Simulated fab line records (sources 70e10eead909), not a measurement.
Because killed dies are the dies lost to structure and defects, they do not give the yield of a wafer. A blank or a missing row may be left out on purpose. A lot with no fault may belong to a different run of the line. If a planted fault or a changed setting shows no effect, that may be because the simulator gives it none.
Which tool did it? -- flow nand_harc -- 24 lots with 72 wafers sampled at 4 steps, on a route of 1159 steps

== WHAT THE GAUGES SHOWED, per wafer ==
NHARC_A_M0_CD_MEAS_09 targets a cd of 80 nm.
lot,measured,on,cd_nm (nm)
L074,day 17 18:51,cd_sem-03,79.3 80.9 81.7
L075,day 18 02:04,cd_sem-03,80.6 80.8 79.7
L079,day 18 06:36,cd_sem-01,80.2 79.3 79.8
L076,day 18 06:24,cd_sem-02,80.2 80.1 79.3
L081,day 18 17:22,cd_sem-02,79.7 78.9 79.5
L077,day 18 18:13,cd_sem-02,80.4 80.6 80.7
L080,day 19 02:52,cd_sem-02,79.4 80.1 80.0
L078,day 19 03:41,cd_sem-02,80.0 80.6 80.0
L082,day 19 22:03,cd_sem-02,80.0 80.9 80.7
L084,day 20 02:53,cd_sem-01,81.6 80.3 80.9
L086,day 20 03:19,cd_sem-03,80.5 80.5 80.0
L085,day 20 07:47,cd_sem-02,80.0 79.7 79.6
L083,day 20 08:29,cd_sem-02,80.1 80.1 79.6
L088,day 20 17:28,cd_sem-01,79.8 80.4 80.2
L087,day 21 12:46,cd_sem-02,80.4 79.9 80.6
L089,day 21 13:52,cd_sem-01,80.4 79.8 80.8
L090,day 21 18:23,cd_sem-03,80.1 79.0 79.7
L092,day 22 11:01,cd_sem-01,79.4 78.4 79.7
L093,day 22 11:23,cd_sem-01,79.4 80.7 80.0
L091,day 22 11:32,cd_sem-03,79.8 80.0 79.8
L094,day 22 16:53,cd_sem-02,80.1 80.8 79.7
L095,day 23 03:08,cd_sem-02,80.0 80.0 79.9
L096,day 23 07:29,cd_sem-02,81.2 79.4 79.0
L097,day 23 15:19,cd_sem-02,80.1 79.8 79.6

NHARC_A_M0_CD_MEAS_16.
lot,measured,on,cd_nm (nm)
L074,day 17 19:20,cd_sem-02,80.1 81.9 81.3
L075,day 18 02:34,cd_sem-02,80.9 80.8 81.1
L079,day 18 07:05,cd_sem-03,81.0 80.2 79.3
L076,day 18 06:53,cd_sem-02,79.2 79.9 79.2
L081,day 18 17:51,cd_sem-02,80.7 79.5 80.0
L077,day 18 18:43,cd_sem-02,80.6 80.5 80.6
L080,day 19 03:20,cd_sem-03,80.4 80.0 79.8
L078,day 19 04:11,cd_sem-02,80.4 80.7 80.4
L082,day 19 22:32,cd_sem-01,80.1 80.1 80.6
L084,day 20 03:25,cd_sem-01,81.5 80.7 81.1
L086,day 20 03:48,cd_sem-01,80.8 81.1 79.9
L085,day 20 08:19,cd_sem-03,79.6 79.4 80.6
L083,day 20 08:59,cd_sem-01,79.8 80.4 79.5
L088,day 20 17:58,cd_sem-01,80.5 79.9 79.4
L087,day 21 13:15,cd_sem-02,80.4 80.1 79.4
L089,day 21 14:22,cd_sem-02,80.7 79.7 79.9
L090,day 21 18:52,cd_sem-02,79.4 79.7 79.8
L092,day 22 11:38,cd_sem-02,80.1 78.4 79.9
L093,day 22 11:54,cd_sem-02,80.2 80.9 79.8
L091,day 22 12:02,cd_sem-01,81.1 80.8 80.1
L094,day 22 17:22,cd_sem-03,80.2 80.0 80.8
L095,day 23 03:37,cd_sem-02,80.2 80.4 80.1
L096,day 23 07:58,cd_sem-01,81.7 79.7 79.3
L097,day 23 15:47,cd_sem-03,81.4 79.5 79.7

== WHAT TOOL EACH LOT RAN ON (gives the tool, then ch and the chambers of the sampled wafers, and finally the start) ==
lot,NHARC_A_CONTACT_CVD_19,NHARC_A_BLC_DEGAS_30
L074,"cvd_w-02 ch 0,1, day 17 16:29 or earlier","pvd_sputter-01, day 17 16:29"
L075,"cvd_w-02 ch 0,1, day 17 18:36 or earlier","pvd_sputter-02, day 17 18:36"
L079,"cvd_w-01 ch 0,1, day 18 04:17 or earlier","pvd_sputter-02, day 18 04:17"
L076,"cvd_w-02 ch 0,1, day 18 04:07 or earlier","pvd_sputter-01, day 18 04:07"
L081,"cvd_w-02 ch 0,1, day 18 12:11 or earlier","pvd_sputter-01, day 18 12:11"
L077,"cvd_w-02 ch 0,1, day 18 14:24 or earlier","pvd_sputter-01, day 18 14:24"
L080,"cvd_w-02 ch 0, day 18 18:22 or earlier","pvd_sputter-01, day 18 18:22"
L078,"cvd_w-02 ch 0,1, day 18 19:16 or earlier","pvd_sputter-02, day 18 19:16"
L082,"cvd_w-01 ch 0,1, day 19 18:31 or earlier","pvd_sputter-01, day 19 18:31"
L084,"cvd_w-02 ch 0,1, day 20 00:34 or earlier","pvd_sputter-02, day 20 00:34"
L086,"cvd_w-01 ch 0,1, day 20 00:53 or earlier","pvd_sputter-02, day 20 00:53"
L085,"cvd_w-01 ch 0,1, day 20 05:26 or earlier","pvd_sputter-02, day 20 05:26"
L083,"cvd_w-01 ch 0,1, day 20 06:17 or earlier","pvd_sputter-02, day 20 06:17"
L088,"cvd_w-02 ch 1, day 20 13:56 or earlier","pvd_sputter-01, day 20 13:56"
L087,"cvd_w-01 ch 0,1, day 21 02:19 or earlier","pvd_sputter-03, day 21 02:19"
L089,"cvd_w-02 ch 0,1, day 21 03:03 or earlier","pvd_sputter-02, day 21 03:03"
L090,"cvd_w-02 ch 0,1, day 21 16:04 or earlier","pvd_sputter-02, day 21 16:04"
L092,"cvd_w-01 ch 0,1, day 22 02:59 or earlier","pvd_sputter-03, day 22 02:59"
L093,"cvd_w-02 ch 0,1, day 22 04:48 or earlier","pvd_sputter-02, day 22 04:48"
L091,"cvd_w-02 ch 0,1, day 22 05:35 or earlier","pvd_sputter-01, day 22 05:35"
L094,"cvd_w-02 ch 0,1, day 22 12:12 or earlier","pvd_sputter-02, day 22 12:12"
L095,"cvd_w-02 ch 0,1, day 23 00:52 or earlier","pvd_sputter-01, day 23 00:52"
L096,"cvd_w-02 ch 0,1, day 23 04:11 or earlier","pvd_sputter-01, day 23 04:11"
L097,"cvd_w-01 ch 0,1, day 23 09:13 or earlier","pvd_sputter-03, day 23 09:13"
- NHARC_A_CONTACT_CVD_19: deposits W, target thk 300 nm, time 802 s.
- NHARC_A_BLC_DEGAS_30: time 60 s.

== WHAT THE TOOLS THEMSELVES READ (means of the sampled wafers that have a number; where no wafer has one, the mark that the record gives instead) ==
NHARC_A_CONTACT_CVD_19.
lot,tool,heater_power_w (W),throttle_valve_pct (%)
L074,cvd_w-02,440,7.84
L075,cvd_w-02,483,7.85
L079,cvd_w-01,563,7.87
L076,cvd_w-02,430,7.99
L081,cvd_w-02,470,8.03
L077,cvd_w-02,478,7.99
L080,cvd_w-02,394,7.81
L078,cvd_w-02,429,7.94
L082,cvd_w-01,561,7.96
L084,cvd_w-02,442,7.74
L086,cvd_w-01,567,8.06
L085,cvd_w-01,560,7.96
L083,cvd_w-01,560,8.07
L088,cvd_w-02,516,8.02
L087,cvd_w-01,515,8.02
L089,cvd_w-02,437,7.93
L090,cvd_w-02,431,7.82
L092,cvd_w-01,554,7.94
L093,cvd_w-02,439,7.97
L091,cvd_w-02,483,7.96
L094,cvd_w-02,437,7.94
L095,cvd_w-02,430,8.09
L096,cvd_w-02,474,8.01
L097,cvd_w-01,514,7.76

NHARC_A_BLC_DEGAS_30.
lot,tool,heater_power_w (W)
L074,pvd_sputter-01,479
L075,pvd_sputter-02,427
L079,pvd_sputter-02,429
L076,pvd_sputter-01,470
L081,pvd_sputter-01,476
L077,pvd_sputter-01,508
L080,pvd_sputter-01,502
L078,pvd_sputter-02,434
L082,pvd_sputter-01,504
L084,pvd_sputter-02,433
L086,pvd_sputter-02,447
L085,pvd_sputter-02,434
L083,pvd_sputter-02,465
L088,pvd_sputter-01,473
L087,pvd_sputter-03,518
L089,pvd_sputter-02,388
L090,pvd_sputter-02,397
L092,pvd_sputter-03,468
L093,pvd_sputter-02,427
L091,pvd_sputter-01,503
L094,pvd_sputter-02,454
L095,pvd_sputter-01,505
L096,pvd_sputter-01,504
L097,pvd_sputter-03,512

== THE ANSWER, worked out from the rows above alone ==
Rule: the usual values come from the lots themselves. The widest of any qualifying gaps counts: lots, ordered by their means at a reading, are off when they make up no more than a third of the lots, leave a main group of 4 or more, and stand apart from it by 3 or more times the standard deviation of that group's means. A main group whose means are all the same, to the digits that the tables above print for the reading, isn't used. A lot without any number at a reading at which 4 lots or more have one is off too. Any other lot the step has rows for is counted as sound. After the gauges, taken in route order, come the tools' own readings; for these a lot's mean is taken, as printed above. At the first step where some lot is off, the reading lying furthest off is the one used; lots without a number count as furthest.
No lot is off on any of the readings shown, so nothing can be concluded from this.

== WHAT THE SIMULATOR HAD PUT IN ==
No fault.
